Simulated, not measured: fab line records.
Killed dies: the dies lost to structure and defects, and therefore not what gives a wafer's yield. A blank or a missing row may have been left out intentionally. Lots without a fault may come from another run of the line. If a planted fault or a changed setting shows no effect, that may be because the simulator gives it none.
Which tool was responsible? / flow n5_finfet / Sampling: 24 lots, 72 wafers, 3 of 1938 route steps

WHAT THE GAUGES READ, wafer by wafer
N5_SD_ACTIVATION_INSPECT_02: inspects for defects (darkfield).
lot=L074; measured=day 3 09:30; on=defect_inspect-01; raw_defect_count=160 208 206
lot=L075; measured=day 3 19:10; on=defect_inspect-02; raw_defect_count=172 189 189
lot=L077; measured=day 4 06:26; on=defect_inspect-02; raw_defect_count=180 246 175
lot=L076; measured=day 4 07:31; on=defect_inspect-01; raw_defect_count=154 185 139
lot=L078; measured=day 4 12:50; on=defect_inspect-02; raw_defect_count=145 167 187
lot=L079; measured=day 4 18:08; on=defect_inspect-02; raw_defect_count=180 275 227
lot=L080; measured=day 4 22:31; on=defect_inspect-02; raw_defect_count=150 144 182
lot=L081; measured=day 5 03:00; on=defect_inspect-01; raw_defect_count=170 184 161
lot=L082; measured=day 5 11:22; on=defect_inspect-02; raw_defect_count=268 196 174
lot=L083; measured=day 5 17:01; on=defect_inspect-01; raw_defect_count=201 181 215
lot=L084; measured=day 5 21:00; on=defect_inspect-01; raw_defect_count=238 161 208
lot=L085; measured=day 6 06:00; on=defect_inspect-01; raw_defect_count=174 174 191
lot=L086; measured=day 6 17:31; on=defect_inspect-01; raw_defect_count=291 150 237
lot=L087; measured=day 6 18:06; on=defect_inspect-02; raw_defect_count=162 178 136
lot=L088; measured=day 6 23:11; on=defect_inspect-01; raw_defect_count=200 226 176
lot=L089; measured=day 7 02:59; on=defect_inspect-01; raw_defect_count=139 126 137
lot=L091; measured=day 7 16:49; on=defect_inspect-01; raw_defect_count=157 174 157
lot=L090; measured=day 7 17:23; on=defect_inspect-02; raw_defect_count=186 197 175
lot=L092; measured=day 8 02:43; on=defect_inspect-02; raw_defect_count=251 155 214
lot=L093; measured=day 8 12:34; on=defect_inspect-01; raw_defect_count=127 199 231
lot=L094; measured=day 8 16:28; on=defect_inspect-01; raw_defect_count=247 152 248
lot=L095; measured=day 8 19:57; on=defect_inspect-02; raw_defect_count=232 249 157
lot=L096; measured=day 9 05:55; on=defect_inspect-02; raw_defect_count=201 241 245
lot=L097; measured=day 9 10:43; on=defect_inspect-02; raw_defect_count=186 197 191

N5_SDB_OVL_MEAS_12.
lot=L074; measured=day 3 16:25; on=overlay-02; SDB_OVL (nm)=-0.6 -0.2 0.7
lot=L075; measured=day 4 01:58; on=overlay-02; SDB_OVL (nm)=0.8 -0.8 0.4
lot=L077; measured=day 4 13:06; on=overlay-01; SDB_OVL (nm)=0.1 -0.2 0.3
lot=L076; measured=day 4 14:29; on=overlay-01; SDB_OVL (nm)=0.2 0.0 -0.4
lot=L078; measured=day 4 20:07; on=overlay-02; SDB_OVL (nm)=-0.2 0.6 -0.3
lot=L079; measured=day 5 02:43; on=overlay-01; SDB_OVL (nm)=0.0 0.0 -0.5
lot=L080; measured=day 5 06:22; on=overlay-02; SDB_OVL (nm)=1.7 1.8 0.6
lot=L081; measured=day 5 09:39; on=overlay-02; SDB_OVL (nm)=1.4 0.4 1.0
lot=L082; measured=day 5 18:43; on=overlay-01; SDB_OVL (nm)=1.8 -0.3 0.2
lot=L083; measured=day 5 23:49; on=overlay-02; SDB_OVL (nm)=0.2 1.1 0.1
lot=L084; measured=day 6 03:53; on=overlay-02; SDB_OVL (nm)=-0.5 0.5 1.0
lot=L085; measured=day 6 12:49; on=overlay-02; SDB_OVL (nm)=0.0 -0.1 0.6
lot=L086; measured=day 7 00:31; on=overlay-02; SDB_OVL (nm)=1.1 1.0 1.1
lot=L087; measured=day 7 01:28; on=overlay-02; SDB_OVL (nm)=-0.2 0.6 1.6
lot=L088; measured=day 7 06:30; on=overlay-01; SDB_OVL (nm)=0.6 -0.1 1.0
lot=L089; measured=day 7 09:49; on=overlay-02; SDB_OVL (nm)=1.0 1.2 1.4
lot=L091; measured=day 7 23:44; on=overlay-01; SDB_OVL (nm)=1.0 2.1 0.8
lot=L090; measured=day 8 00:16; on=overlay-01; SDB_OVL (nm)=1.2 0.9 1.1
lot=L092; measured=day 8 09:50; on=overlay-01; SDB_OVL (nm)=0.7 0.4 0.7
lot=L093; measured=day 8 19:22; on=overlay-01; SDB_OVL (nm)=0.3 0.6 0.5
lot=L094; measured=day 9 00:17; on=overlay-01; SDB_OVL (nm)=-0.2 0.9 0.2
lot=L095; measured=day 9 03:50; on=overlay-01; SDB_OVL (nm)=1.4 0.6 0.4
lot=L096; measured=day 9 13:14; on=overlay-02; SDB_OVL (nm)=0.8 1.0 1.7
lot=L097; measured=day 9 17:29; on=overlay-02; SDB_OVL (nm)=0.5 0.4 0.6

TOOL THAT RAN EACH LOT (tool first, then ch and the chambers of the sampled wafers, then the start)
lot=L074; N5_SDB_HM_DEP_00=pecvd-02 ch 0,1,2, day 3 15:56
lot=L075; N5_SDB_HM_DEP_00=pecvd-01 ch 1,2, day 4 01:37
lot=L077; N5_SDB_HM_DEP_00=pecvd-02 ch 0,1,2, day 4 12:45
lot=L076; N5_SDB_HM_DEP_00=pecvd-03 ch 1,2, day 4 14:01
lot=L078; N5_SDB_HM_DEP_00=pecvd-03 ch 1,2, day 4 19:38
lot=L079; N5_SDB_HM_DEP_00=pecvd-01 ch 0,2, day 5 02:14
lot=L080; N5_SDB_HM_DEP_00=pecvd-02 ch 0,2, day 5 05:52
lot=L081; N5_SDB_HM_DEP_00=pecvd-02 ch 0,1,2, day 5 09:18
lot=L082; N5_SDB_HM_DEP_00=pecvd-02 ch 0,1, day 5 18:14
lot=L083; N5_SDB_HM_DEP_00=pecvd-01 ch 0,2, day 5 23:19
lot=L084; N5_SDB_HM_DEP_00=pecvd-02 ch 0,2, day 6 03:25
lot=L085; N5_SDB_HM_DEP_00=pecvd-02 ch 0,1,2, day 6 12:20
lot=L086; N5_SDB_HM_DEP_00=pecvd-01 ch 0,1, day 7 00:02
lot=L087; N5_SDB_HM_DEP_00=pecvd-01 ch 0,1, day 7 00:59
lot=L088; N5_SDB_HM_DEP_00=pecvd-01 ch 1,2, day 7 06:01
lot=L089; N5_SDB_HM_DEP_00=pecvd-02 ch 1,2, day 7 09:19
lot=L091; N5_SDB_HM_DEP_00=pecvd-01 ch 0,1,2, day 7 23:23
lot=L090; N5_SDB_HM_DEP_00=pecvd-01 ch 0,1, day 7 23:47
lot=L092; N5_SDB_HM_DEP_00=pecvd-01 ch 1,2, day 8 09:21
lot=L093; N5_SDB_HM_DEP_00=pecvd-03 ch 0,2, day 8 18:53
lot=L094; N5_SDB_HM_DEP_00=pecvd-02 ch 1,2, day 8 23:49
lot=L095; N5_SDB_HM_DEP_00=pecvd-01 ch 0,2, day 9 03:29
lot=L096; N5_SDB_HM_DEP_00=pecvd-01 ch 0,1, day 9 12:45
lot=L097; N5_SDB_HM_DEP_00=pecvd-01 ch 0,1,2, day 9 17:01
- N5_SDB_HM_DEP_00: deposits SiNx from SiH4/NH3/N2, target thk 40 nm, time 35.3 s.

AS READ BY THE TOOLS THEMSELVES (means over the sampled wafers that have a number; for cases with no such wafer, the mark the record gives instead)
N5_SDB_HM_DEP_00.
lot=L074; tool=pecvd-02; heater_power_w (W)=746; showerhead_plenum_p_Torr (Torr)=5.13; throttle_valve_pct (%)=38
lot=L075; tool=pecvd-01; heater_power_w (W)=723; showerhead_plenum_p_Torr (Torr)=5.19; throttle_valve_pct (%)=42
lot=L077; tool=pecvd-02; heater_power_w (W)=674; showerhead_plenum_p_Torr (Torr)=5.14; throttle_valve_pct (%)=38
lot=L076; tool=pecvd-03; heater_power_w (W)=540; showerhead_plenum_p_Torr (Torr)=5.13; throttle_valve_pct (%)=38
lot=L078; tool=pecvd-03; heater_power_w (W)=624; showerhead_plenum_p_Torr (Torr)=5.13; throttle_valve_pct (%)=38
lot=L079; tool=pecvd-01; heater_power_w (W)=697; showerhead_plenum_p_Torr (Torr)=5.12; throttle_valve_pct (%)=39
lot=L080; tool=pecvd-02; heater_power_w (W)=776; showerhead_plenum_p_Torr (Torr)=5.15; throttle_valve_pct (%)=40
lot=L081; tool=pecvd-02; heater_power_w (W)=738; showerhead_plenum_p_Torr (Torr)=5.15; throttle_valve_pct (%)=38
lot=L082; tool=pecvd-02; heater_power_w (W)=773; showerhead_plenum_p_Torr (Torr)=5.14; throttle_valve_pct (%)=40
lot=L083; tool=pecvd-01; heater_power_w (W)=727; showerhead_plenum_p_Torr (Torr)=5.19; throttle_valve_pct (%)=39
lot=L084; tool=pecvd-02; heater_power_w (W)=711; showerhead_plenum_p_Torr (Torr)=5.15; throttle_valve_pct (%)=39
lot=L085; tool=pecvd-02; heater_power_w (W)=685; showerhead_plenum_p_Torr (Torr)=5.14; throttle_valve_pct (%)=39
lot=L086; tool=pecvd-01; heater_power_w (W)=710; showerhead_plenum_p_Torr (Torr)=5.05; throttle_valve_pct (%)=42
lot=L087; tool=pecvd-01; heater_power_w (W)=825; showerhead_plenum_p_Torr (Torr)=5.06; throttle_valve_pct (%)=44
lot=L088; tool=pecvd-01; heater_power_w (W)=793; showerhead_plenum_p_Torr (Torr)=5.19; throttle_valve_pct (%)=42
lot=L089; tool=pecvd-02; heater_power_w (W)=775; showerhead_plenum_p_Torr (Torr)=5.14; throttle_valve_pct (%)=38
lot=L091; tool=pecvd-01; heater_power_w (W)=786; showerhead_plenum_p_Torr (Torr)=5.13; throttle_valve_pct (%)=42
lot=L090; tool=pecvd-01; heater_power_w (W)=765; showerhead_plenum_p_Torr (Torr)=5.04; throttle_valve_pct (%)=42
lot=L092; tool=pecvd-01; heater_power_w (W)=730; showerhead_plenum_p_Torr (Torr)=5.19; throttle_valve_pct (%)=42
lot=L093; tool=pecvd-03; heater_power_w (W)=716; showerhead_plenum_p_Torr (Torr)=5.16; throttle_valve_pct (%)=39
lot=L094; tool=pecvd-02; heater_power_w (W)=768; showerhead_plenum_p_Torr (Torr)=5.15; throttle_valve_pct (%)=38
lot=L095; tool=pecvd-01; heater_power_w (W)=773; showerhead_plenum_p_Torr (Torr)=5.18; throttle_valve_pct (%)=40
lot=L096; tool=pecvd-01; heater_power_w (W)=736; showerhead_plenum_p_Torr (Torr)=5.05; throttle_valve_pct (%)=42
lot=L097; tool=pecvd-01; heater_power_w (W)=798; showerhead_plenum_p_Torr (Torr)=5.13; throttle_valve_pct (%)=42

THE ANSWER, worked out from the rows above alone
Rule: what is usual is taken from the lots themselves. Put in order of their means at a reading, lots are off if they are a third of the lots or fewer, leave a main group of 4 or more, and stand apart from it by a gap of 3 or more times the standard deviation of the main group's means; of several such gaps the widest counts. Not used: any main group whose means are identical at the precision the tables above print for the reading. A lot without any number at a reading at which 4 lots or more have one is off too. The other lots that the step has rows for count as sound. First the gauges in route order, then the tools' own readings, where a lot's mean is used as printed above. The first step at which some lot is off is used, and at that step the reading that is off furthest; a lot without a number counts as furthest.
Nothing can be told from this: no lot is off at any reading shown.

WHAT THE SIMULATOR HAD INSERTED
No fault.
